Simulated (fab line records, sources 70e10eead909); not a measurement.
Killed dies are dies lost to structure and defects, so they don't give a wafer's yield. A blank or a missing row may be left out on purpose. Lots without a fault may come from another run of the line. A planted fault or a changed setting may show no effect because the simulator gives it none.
Problem report in the 8D (eight disciplines) form, filled by code | flow nand_harc | the parts of the form that need people (team, actions taken, sign-off) are left out

1. THE PROBLEM
cd_nm at NHARC_P_GATE_CD_MEAS_46 reads a mean of 741.8 nm on 1 wafer of 1 lot; wafers without a fault read 719.6 nm with a standard deviation of 2.2. That is +10 standard deviations from the usual mean.
The step: target cd 720 nm.
First seen on wafer L221.1, day 12 20:47, on cd_sem-02. The record holds 36 wafers of 12 lots with a number at this step. Rule for "out", or "out of limits": more than 4 standard deviations from the usual mean. The other wafers with a number count as sound.

2. WHAT IT IS AND WHAT IT IS NOT
question                    | is                | is not
which readings at this step | cd_nm             | -
which lots                  | L221              | L204, L206, L207, L209, L210, L212, L213, L218, L219, L220, L225
which wafers of those lots  | L221.1            | L221.2, L221.3
read on which gauges        | cd_sem-02         | cd_sem-01, cd_sem-03
when                        | from day 12 20:47 | up to then (29 sound wafers); but 6 sound wafers of L220, L225 came after

3. SUSPECTS, AND WHAT RULES EACH OUT
Counting: a tool at a process step up to the reading stays a suspect if it ran every lot that is out. Sound lots after the first of them don't rule it out here, since some wafers of a struck lot are sound.
- the gauge at NHARC_P_GATE_CD_MEAS_46: kept. All the wafers that are out were read on cd_sem-02, and no step on other tools shows them out.
- rie_diel-01 at NHARC_P_GATE_DESCUM_31 (chemistry O2, time 3 s): kept. It ran the lot that is out, L221 (day 12 09:10); its last sound lot up to then is L219 (day 11 07:11).
- krf_scanner-04 at NHARC_P_GATE_EXPOSE_43 (exposes mask P NSD, target cd 720 nm): kept. It ran the lot that is out, L221 (day 12 20:37); its last sound lot up to then is L219 (day 11 18:50).
- Within rie_diel-01 at NHARC_P_GATE_DESCUM_31: the wafers that are out ran in chamber 2; their sound lot-mates ran in chambers 1, 3.
Left after counting: rie_diel-01 at NHARC_P_GATE_DESCUM_31, krf_scanner-04 at NHARC_P_GATE_EXPOSE_43, cd_sem-02 at NHARC_P_GATE_CD_MEAS_46.

4. THE CAUSE (what the simulator had put in)
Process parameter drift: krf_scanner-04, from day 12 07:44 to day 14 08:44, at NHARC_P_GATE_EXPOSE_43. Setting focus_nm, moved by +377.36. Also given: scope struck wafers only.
Counting left 3 suspects, and this tool is among them.

5. THE CHAIN OF EFFECTS, in route order
Each row: a reading whose mean over the struck wafers that have a number lies more than 3 standard deviations from the usual. Only readings for which the record gives a usual standard deviation are gone through. hours: the time from each lot's start at the first step in this table that gives one to its start at this step, as a median over the lots. sigmas: the change in usual standard deviations.
hours | step                    | reading | usual    | on struck wafers | change | sigmas
0     | NHARC_P_GATE_CD_MEAS_46 | cd_nm   | 719.6 nm | 741.8            | +22.2  | +10

6. WHAT WOULD HAVE CAUGHT IT SOONER
In this record the first reading out of limits at a measuring or inspecting step was taken at day 12 20:47, 13 hours after the fault began at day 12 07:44.
Of the tool readings at NHARC_P_GATE_EXPOSE_43 for which the record gives a usual standard deviation, none was out on any struck wafer, so an alarm limit of 4 standard deviations on them would not have fired.
All the lots that are out (1) had begun NHARC_P_GATE_EXPOSE_43 on krf_scanner-04 by day 12 20:47. A hold on the tool at that time would have spared none of them.
